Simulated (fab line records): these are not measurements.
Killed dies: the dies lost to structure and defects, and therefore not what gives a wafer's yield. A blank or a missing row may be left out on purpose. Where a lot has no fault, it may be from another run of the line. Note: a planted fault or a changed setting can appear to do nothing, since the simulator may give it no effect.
fab line records	flow n5_finfet	part 2 of 2: steps 4 to 6 of 6
record: lots: 23	wafers: 69	last_day: 17
route steps=1938 shown FIN_SAQP@115 FIN_CUT@175 STI_FIN_REVEAL@200
lots that met no fault: taken from a fault-free run of the same line
start_h: hours from the record's opening day to when the first of the lot's shown wafers began	wait_h: hours since the lot's step before	" identical to the entry in the row above	L1.1+2: several wafers, shown together as one row	- no value, or no start given	* or withheld: withheld	< > ~ a bound
route shown NAME@n: a module of which the file shows steps, and the number in the route of the first	usual: average and standard deviation across the fault-free wafers	same: alike in all rows	chamber/n: place in a boat	sites: each site's reading	_std_site: standard deviation of those values	_edge_site: the outer-site mean with the inner-site mean subtracted	radius_mm: how far each site lies from the wafer's centre	mask NAME#n: copy n	behind: tool/chamber where the wafer was last shaped	hold: why the lot went on hold/how many hours it stayed there/how the hold came to an end	device: the transistor (n, p or np) that didn't switch	end of line: the route-end tests of the same wafers	for a step that has no rows: nothing shown but its recipe	killed: the dies lost at the first sort to structure and to defects; this is not the yield of the wafer	map: per-die view of a wafer (x killed, . not killed, _ where there is no die)
set.NAME: the setting as run; set.NAME@STEP: as run at that earlier step	model.NAME: the simulator's own value behind a step, which no gauge read
the route's steps for a sample of lots (tables are steps, rows are wafers)
services: the hour from which a tool's chamber was out of use, counted from the record's first day as start_h (under 0 if before that day), plus the number of hours and why
== steps ==
step: N5_FIN_CUT_PRECLEAN_35
recipe: time_s: 13.3	temp_c: 45	pressure_torr: 125	p_hf_torr: 3	p_coreactant_torr: 25	chemistry: vHF
usual: drypump_motor_current_A: 5.7/0.32	temp_c: 45.01/0.12
same: time_s: 13.3
lot.wafer	tool	chamber	start_h	wait_h	drypump_motor_current_A	temp_c
L074.2	vapor_etch-01	0	27.83	0.0	6.1	45.01
L074.3	"	1	"	"	5.3	44.87
L074.4	"	0	"	"	6.1	45.03
L075.4	vapor_etch-01	1	33.00	0.1	5.3	44.93
L075.5	"	1	"	"	5.3	44.85
L075.6	"	0	"	"	6.1	45.02
L076.2	vapor_etch-02	1	41.92	0.0	5.5	45.00
L076.3	"	1	"	"	5.5	44.92
L076.6	"	0	"	"	6.0	45.29
L077.3	vapor_etch-01	1	46.19	0.1	5.3	44.84
L077.5	"	0	"	"	6.1	44.99
L077.6	"	1	"	"	5.3	45.03
L078.2	vapor_etch-02	1	51.96	0.0	5.5	45.13
L078.3	"	0	"	"	6.0	44.80
L078.4	"	1	"	"	5.5	45.17
L079.1	vapor_etch-02	0	59.71	0.0	6.0	45.07
L079.2	"	1	"	"	5.5	45.06
L079.6	"	1	"	"	5.5	45.20
L080.1	vapor_etch-02	0	63.24	0.0	6.0	45.07
L080.3	"	0	"	"	6.0	45.08
L080.4	"	1	"	"	5.5	45.14
L081.1	vapor_etch-02	0	71.36	0.1	5.9	44.84
L081.3	"	0	"	"	6.0	45.01
L081.6	"	0	"	"	6.0	45.01
L082.1	vapor_etch-02	0	75.70	0.0	6.0	44.81
L082.3	"	0	"	"	6.0	45.04
L082.4	"	1	"	"	5.5	45.09
L083.1	vapor_etch-02	1	81.72	0.0	5.5	45.14
L083.4	"	0	"	"	6.0	44.99
L083.5	"	1	"	"	5.5	45.04
L084.2	vapor_etch-01	1	87.86	0.0	5.3	44.98
L084.3	"	1	"	"	5.3	45.12
L084.6	"	0	"	"	6.1	44.91
L085.2	vapor_etch-02	1	94.29	0.0	5.5	45.01
L085.4	"	1	"	"	5.5	45.09
L085.5	"	1	"	"	5.5	44.90
L086.2	vapor_etch-01	0	100.36	0.0	6.1	45.04
L086.3	"	0	"	"	6.1	45.05
L086.6	"	1	"	"	5.3	44.90
L087.3	vapor_etch-02	1	106.38	0.1	5.5	45.08
L087.5	"	1	"	"	5.5	45.03
L087.6	"	0	"	"	6.0	44.81
L088.1	vapor_etch-01	1	111.02	0.0	5.3	45.00
L088.5	"	0	"	"	6.1	44.91
L088.6	"	1	"	"	5.3	45.07
L089.1	vapor_etch-02	0	117.61	0.0	6.0	44.85
L089.2	"	1	"	"	5.5	45.14
L089.3	"	1	"	"	5.5	44.94
L090.1	vapor_etch-01	0	125.80	1.0	6.1	45.27
L090.3	"	0	"	"	6.1	45.09
L090.5	"	0	"	"	6.1	45.03
L091.2	vapor_etch-02	1	129.61	0.0	5.5	44.98
L091.5	"	0	"	"	6.0	45.01
L091.6	"	1	"	"	5.5	44.89
L092.1	vapor_etch-02	0	135.97	0.0	6.0	45.05
L092.2	"	1	"	"	5.5	44.84
L092.4	"	1	"	"	5.5	44.98
L094.3	vapor_etch-01	0	147.84	0.1	6.1	44.97
L094.4	"	1	"	"	5.3	45.03
L094.6	"	1	"	"	5.3	44.97
L095.2	vapor_etch-02	0	154.25	0.0	6.0	45.01
L095.5	"	0	"	"	6.0	45.07
L095.6	"	1	"	"	5.5	45.13
L096.4	vapor_etch-02	1	159.66	0.0	5.5	45.03
L096.5	"	1	"	"	5.5	44.86
L096.6	"	0	"	"	6.0	45.04
L097.2	vapor_etch-01	0	170.19	0.0	6.1	45.09
L097.4	"	0	"	"	6.1	44.82
L097.6	"	0	"	"	6.1	44.92
step: N5_STI_FIN_REVEAL_OXIDATION_31
recipe: chemistry: O2_PLASMA_REMOTE	temp_c: 150	time_s: 20	pressure_mtorr: 1000	source_power_w: 2000	o2_flow_sccm: 3000
usual: drypump_motor_current_A: 6.0/0.61	heater_power_w: 165/14	o2_flow_sccm: 2997/9	temp_c: 149.99/0.13
same: time_s: 20
lot.wafer	tool	chamber	start_h	wait_h	drypump_motor_current_A	heater_power_w	o2_flow_sccm	rf_hours_counter_h	temp_c
L074.2	plasma_asher-02	1	36.70	0.0	5.9	145	2988	79	150.03
L074.3	"	0	"	"	6.7	175	3005	-	150.01
L074.4	"	1	"	"	5.9	143	2983	-	150.16
L075.4	plasma_asher-01	1	41.60	0.1	6.4	168	2993	-	150.12
L075.5	"	1	"	"	6.4	167	2992	-	149.99
L075.6	"	0	"	"	5.1	173	3003	-	149.91
L076.2	plasma_asher-01	1	50.40	0.0	6.4	166	2995	30	150.18
L076.3	"	0	"	"	5.1	174	2985	-	150.27
L076.6	"	1	"	"	6.3	170	2997	-	150.05
L077.3	plasma_asher-01	1	54.76	0.1	6.4	169	2988	-	149.87
L077.5	"	1	"	"	6.4	169	2987	-	150.03
L077.6	"	0	"	"	5.1	174	3000	-	150.18
L078.2	plasma_asher-02	0	61.77	0.0	6.7	175	2996	83	150.08
L078.3	"	1	"	"	5.9	141	3004	-	149.91
L078.4	"	0	"	"	6.7	171	2980	-	149.99
L079.1	plasma_asher-02	1	68.33	0.0	5.9	146	2990	85	150.09
L079.2	"	0	"	"	6.8	172	2995	85	149.91
L079.6	"	0	"	"	6.8	175	2992	-	149.90
L080.1	plasma_asher-02	0	72.12	0.1	6.7	174	3003	86	149.99
L080.3	"	0	"	"	6.7	171	3006	-	150.04
L080.4	"	1	"	"	5.9	140	3012	-	149.88
L081.1	plasma_asher-01	1	79.88	0.0	6.3	165	2996	37	150.02
L081.3	"	1	"	"	6.3	163	3006	-	150.02
L081.6	"	0	"	"	5.1	177	3018	-	149.84
L082.1	plasma_asher-02	0	84.59	0.0	6.7	174	2984	88	149.86
L082.3	"	0	"	"	6.7	176	2989	-	150.07
L082.4	"	1	"	"	5.9	138	2990	-	150.29
L083.1	plasma_asher-02	1	90.36	0.0	5.9	142	3016	89	150.07
L083.4	"	0	"	"	6.7	177	3003	-	149.84
L083.5	"	0	"	"	6.7	173	3001	-	149.75
L084.2	plasma_asher-02	1	96.63	0.0	5.9	145	3015	91	149.93
L084.3	"	1	"	"	5.9	141	3007	-	149.87
L084.6	"	0	"	"	6.7	180	3000	-	150.12
L085.2	plasma_asher-01	0	103.35	0.0	5.0	175	2993	41	150.16
L085.4	"	0	"	"	5.1	174	3022	-	150.24
L085.5	"	0	"	"	5.1	177	3005	-	150.09
L086.2	plasma_asher-02	0	109.02	0.0	6.7	176	2988	93	149.83
L086.3	"	1	"	"	5.9	142	2995	-	149.90
L086.6	"	0	"	"	6.7	180	3008	-	149.90
L087.3	plasma_asher-01	0	115.05	0.1	5.1	175	2988	-	150.06
L087.5	"	0	"	"	5.1	176	2991	-	150.07
L087.6	"	1	"	"	6.3	171	2998	-	149.97
L088.1	plasma_asher-01	0	119.62	0.0	5.1	174	2999	45	149.98
L088.5	"	0	"	"	5.1	179	3001	-	149.83
L088.6	"	1	"	"	6.4	168	3003	-	149.79
L089.1	plasma_asher-01	1	126.38	0.0	6.3	161	2991	46	149.86
L089.2	"	0	"	"	5.1	178	2992	46	150.00
L089.3	"	1	"	"	6.3	170	2995	-	149.92
L090.1	plasma_asher-02	0	134.54	0.0	6.8	177	2987	98	149.95
L090.3	"	1	"	"	5.9	142	3005	-	150.03
L090.5	"	0	"	"	6.7	169	2995	-	150.00
L091.2	plasma_asher-02	1	138.23	0.0	5.9	143	2999	99	150.09
L091.5	"	0	"	"	6.7	175	2992	-	150.29
L091.6	"	1	"	"	5.9	142	2988	-	150.09
L092.1	plasma_asher-02	0	144.52	0.0	6.7	176	2991	100	149.77
L092.2	"	1	"	"	5.9	146	2996	100	150.16
L092.4	"	0	"	"	6.7	174	2994	-	149.89
L094.3	plasma_asher-01	1	157.90	0.1	6.4	165	3000	-	150.02
L094.4	"	0	"	"	5.1	171	2999	-	150.09
L094.6	"	0	"	"	5.1	170	3010	-	150.22
L095.2	plasma_asher-02	1	162.81	0.0	5.9	141	2980	103	149.99
L095.5	"	1	"	"	5.9	145	2990	-	150.08
L095.6	"	0	"	"	6.8	172	2994	-	149.95
L096.4	plasma_asher-01	1	168.14	0.1	6.3	170	2997	-	150.02
L096.5	"	0	"	"	5.1	173	2992	-	150.03
L096.6	"	1	"	"	6.3	168	2995	-	149.87
L097.2	plasma_asher-01	0	178.61	0.0	5.1	179	3009	57	150.05
L097.4	"	1	"	"	6.4	165	2994	-	150.21
L097.6	"	0	"	"	5.1	176	3007	-	150.03
step: N5_STI_FIN_REVEAL_INSPECT_13
recipe: inspect_instrument: darkfield	mode: post_clean
usual: raw_defect_count: 11/5.1
lot.wafer	tool	chamber	start_h	wait_h	raw_defect_count
L074.2	defect_inspect-02	-	37.34	0.0	9
L074.3	"	-	"	"	13
L074.4	"	-	"	"	9
L075.4	defect_inspect-02	-	42.21	0.0	8
L075.5	"	-	"	"	6
L075.6	"	-	"	"	21
L076.2	defect_inspect-01	-	51.03	0.0	2
L076.3	"	-	"	"	8
L076.6	"	-	"	"	9
L077.3	defect_inspect-02	-	55.37	0.0	9
L077.5	"	-	"	"	9
L077.6	"	-	"	"	6
L078.2	defect_inspect-02	-	62.41	0.0	23
L078.3	"	-	"	"	8
L078.4	"	-	"	"	17
L079.1	defect_inspect-01	-	68.96	0.0	12
L079.2	"	-	"	"	7
L079.6	"	-	"	"	15
L080.1	defect_inspect-01	-	72.76	0.0	12
L080.3	"	-	"	"	13
L080.4	"	-	"	"	7
L081.1	defect_inspect-01	-	80.52	0.0	8
L081.3	"	-	"	"	9
L081.6	"	-	"	"	2
L082.1	defect_inspect-02	-	85.23	0.0	25
L082.3	"	-	"	"	4
L082.4	"	-	"	"	16
L083.1	defect_inspect-01	-	90.99	0.0	5
L083.4	"	-	"	"	2
L083.5	"	-	"	"	5
L084.2	defect_inspect-02	-	97.27	0.0	8
L084.3	"	-	"	"	16
L084.6	"	-	"	"	4
L085.2	defect_inspect-01	-	103.99	0.0	13
L085.4	"	-	"	"	17
L085.5	"	-	"	"	12
L086.2	defect_inspect-02	-	109.66	0.0	11
L086.3	"	-	"	"	8
L086.6	"	-	"	"	8
L087.3	defect_inspect-02	-	115.67	0.0	20
L087.5	"	-	"	"	12
L087.6	"	-	"	"	11
L088.1	defect_inspect-01	-	120.25	0.0	13
L088.5	"	-	"	"	10
L088.6	"	-	"	"	14
L089.1	defect_inspect-01	-	127.01	0.0	17
L089.2	"	-	"	"	10
L089.3	"	-	"	"	8
L090.1	defect_inspect-02	-	135.19	0.0	9
L090.3	"	-	"	"	6
L090.5	"	-	"	"	7
L091.2	defect_inspect-02	-	138.87	0.0	10
L091.5	"	-	"	"	24
L091.6	"	-	"	"	14
L092.1	defect_inspect-01	-	145.15	0.0	16
L092.2	"	-	"	"	11
L092.4	"	-	"	"	7
L094.3	defect_inspect-01	-	158.51	0.0	10
L094.4	"	-	"	"	12
L094.6	"	-	"	"	10
L095.2	defect_inspect-01	-	163.44	0.0	12
L095.5	"	-	"	"	4
L095.6	"	-	"	"	6
L096.4	defect_inspect-02	-	168.76	0.0	14
L096.5	"	-	"	"	12
L096.6	"	-	"	"	6
L097.2	defect_inspect-02	-	179.24	0.0	11
L097.4	"	-	"	"	7
L097.6	"	-	"	"	6
== services ==
tool	chamber	start_h	hours	kind
rie_diel-04	1	9.62	-	clean
rie_diel-04	1	9.62	-	consumable_replace:focus_ring
rie_diel-04	1	9.62	23.0	scheduled_down
rie_diel-04	1	9.62	23.0	vent_cycle
vapor_etch-02	-	11.37	0.2	repair
rie_si-01	1	22.20	4.8	repair
rie_diel-05	-	34.46	0.1	repair
rie_si-05	1	42.70	5.2	repair
rie_si-01	-	55.39	0.3	repair
rie_diel-05	0	64.07	2.2	repair
rie_si-04	3	67.23	11.3	repair
rie_si-04	0	69.89	12.7	repair
rie_diel-04	0	87.45	6.6	repair
rie_diel-04	3	94.41	-	clean
rie_diel-04	3	94.41	-	consumable_replace:focus_ring
rie_si-05	-	105.23	0.3	repair
rie_diel-04	2	108.99	-	clean
rie_si-01	0	141.09	1.6	repair
rie_diel-04	-	148.85	0.1	repair
plasma_asher-02	-	149.07	2.7	pm
vapor_etch-01	0	149.91	6.6	repair
rie_si-05	0	151.76	5.6	repair
rie_diel-04	2	172.28	4.3	repair
vapor_etch-01	-	177.72	0.4	repair
